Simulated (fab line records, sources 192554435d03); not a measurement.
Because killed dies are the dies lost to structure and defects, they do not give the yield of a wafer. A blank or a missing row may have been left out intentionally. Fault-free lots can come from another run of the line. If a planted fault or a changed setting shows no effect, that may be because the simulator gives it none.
Which tool was responsible? :: flow n5 finfet :: 10 lots with 30 wafers sampled at 2 steps, on a route of 1938 steps

== WHAT THE GAUGES SHOWED, per wafer ==
N5_BEOL_M10_CD_MEAS_35: the cd target is 70 nm.
lot: L421
measured: day 9 23:27
on: cd sem-03
cd nm (nm): 69.5 71.5 70.1

lot: L427
measured: day 11 14:41
on: cd sem-01
cd nm (nm): 69.5 70.4 69.5

lot: L424
measured: day 11 20:40
on: cd sem-03
cd nm (nm): 69.8 69.9 69.1

lot: L426
measured: day 11 20:56
on: cd sem-02
cd nm (nm): 69.2 69.8 70.2

lot: L425
measured: day 11 21:19
on: cd sem-02
cd nm (nm): 69.7 69.8 69.7

lot: L436
measured: day 14 15:22
on: cd sem-02
cd nm (nm): 70.9 69.7 70.8

lot: L437
measured: day 14 18:56
on: cd sem-01
cd nm (nm): 68.9 69.9 69.5

lot: L439
measured: day 14 21:30
on: cd sem-02
cd nm (nm): 70.1 69.7 69.6

lot: L441
measured: day 15 19:08
on: cd sem-01
cd nm (nm): 70.1 68.4 70.0

lot: L444
measured: day 16 13:18
on: cd sem-01
cd nm (nm): 69.3 69.2 69.1

== EACH LOT AND THE TOOL THAT RAN IT (in order: tool; ch and the chambers of the sampled wafers; start) ==
lot: L421
N5_BEOL_M10_TRENCH_ETCH_37: rie diel-03 ch 0,1, day 9 23:27 or earlier

lot: L427
N5_BEOL_M10_TRENCH_ETCH_37: rie diel-04 ch 0,3, day 11 14:41 or earlier

lot: L424
N5_BEOL_M10_TRENCH_ETCH_37: rie diel-02 ch 0,3, day 11 20:40 or earlier

lot: L426
N5_BEOL_M10_TRENCH_ETCH_37: rie diel-04 ch 0,1,2, day 11 20:56 or earlier

lot: L425
N5_BEOL_M10_TRENCH_ETCH_37: rie diel-03 ch 1,3, day 11 21:19 or earlier

lot: L436
N5_BEOL_M10_TRENCH_ETCH_37: rie diel-04 ch 1,2,3, day 14 15:22 or earlier

lot: L437
N5_BEOL_M10_TRENCH_ETCH_37: rie diel-03 ch 0,1, day 14 18:56 or earlier

lot: L439
N5_BEOL_M10_TRENCH_ETCH_37: rie diel-03 ch 0,1,2, day 14 21:30 or earlier

lot: L441
N5_BEOL_M10_TRENCH_ETCH_37: rie diel-03 ch 1,2,3, day 15 19:08 or earlier

lot: L444
N5_BEOL_M10_TRENCH_ETCH_37: rie diel-04 ch 0,2,3, day 16 13:18 or earlier
- N5_BEOL_M10_TRENCH_ETCH_37: etches SiCOH lowk in C4F6/O2, target depth 148.83 nm, time 48 s.

== THE ANSWER, worked out from the rows above alone ==
Rule: what is usual is taken from the lots themselves. Put in order of their means at a reading, lots are off if they are a third of the lots or fewer, leave a main group of 4 or more, and stand apart from it by a gap of 3 or more times the standard deviation of the main group's means; of several such gaps the widest counts. A main group whose means are all the same, to the digits that the tables above print for the reading, isn't used. Also off: a lot with no number at a reading for which 4 or more lots have one. The other lots that the step has rows for count as sound.
No lot is off at any reading shown: from this, nothing can be told.

== WHAT WAS PUT IN BY THE SIMULATOR ==
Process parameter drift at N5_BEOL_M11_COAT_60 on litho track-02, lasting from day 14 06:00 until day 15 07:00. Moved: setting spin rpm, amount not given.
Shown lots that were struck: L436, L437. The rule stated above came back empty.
